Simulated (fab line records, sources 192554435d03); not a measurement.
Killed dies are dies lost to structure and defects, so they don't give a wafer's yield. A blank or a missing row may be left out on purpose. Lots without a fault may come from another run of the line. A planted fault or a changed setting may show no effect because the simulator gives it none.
Chamber matching | flow n5_finfet | N5_BEOL_M6_ETCH_62 on rie_diel-04: 4 sister chambers
The step etches SOC in N2/H2, target depth 110 nm, overetch 22 nm, time 165 s. 4 wafers are shown with their chamber, then 7 later ones without.

WAFERS WITH THEIR CHAMBER
wafer  | chamber | throttle_valve_pct (%)
L086.1 | 1       | 17.42
L086.6 | 2       | 18.07
L089.1 | 0       | 17.65
L089.4 | 3       | 17.48

WAFERS WITHOUT THEIR CHAMBER
wafer  | throttle_valve_pct (%)
L089.6 | 17.66
L093.1 | 17.68
L093.5 | 17.67
L093.6 | 17.44
L097.3 | 17.46
L097.4 | 17.68
L097.6 | 17.47

WHICH CHAMBER EACH WENT THROUGH
wafer  | from the rows above     | in truth
L089.6 | 0                       | 0
L093.1 | 0                       | 0
L093.5 | 0                       | 0
L093.6 | can't be placed: 1 or 3 | 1
L097.3 | can't be placed: 3 or 1 | 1
L097.4 | 0                       | 0
L097.6 | can't be placed: 3 or 1 | 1
Placed correctly: 4 of 7. Can't be placed from these rows: 3 (the true chamber is among the candidates in 3). Placed wrongly: 0.
How it was worked out, from the rows above alone: a wafer's distance from a chamber is the root of the sum, over the readings, of the square of ((its reading less the chamber's mean) divided by the reading's scatter). The wafer belongs to the nearest chamber; if the next one is less than 2 further off, it can't be placed. A chamber's mean is the mean of its shown wafers. The scatter: with one shown wafer a chamber, the root of the mean of the squares of how far each hidden wafer lies from its nearest shown one.
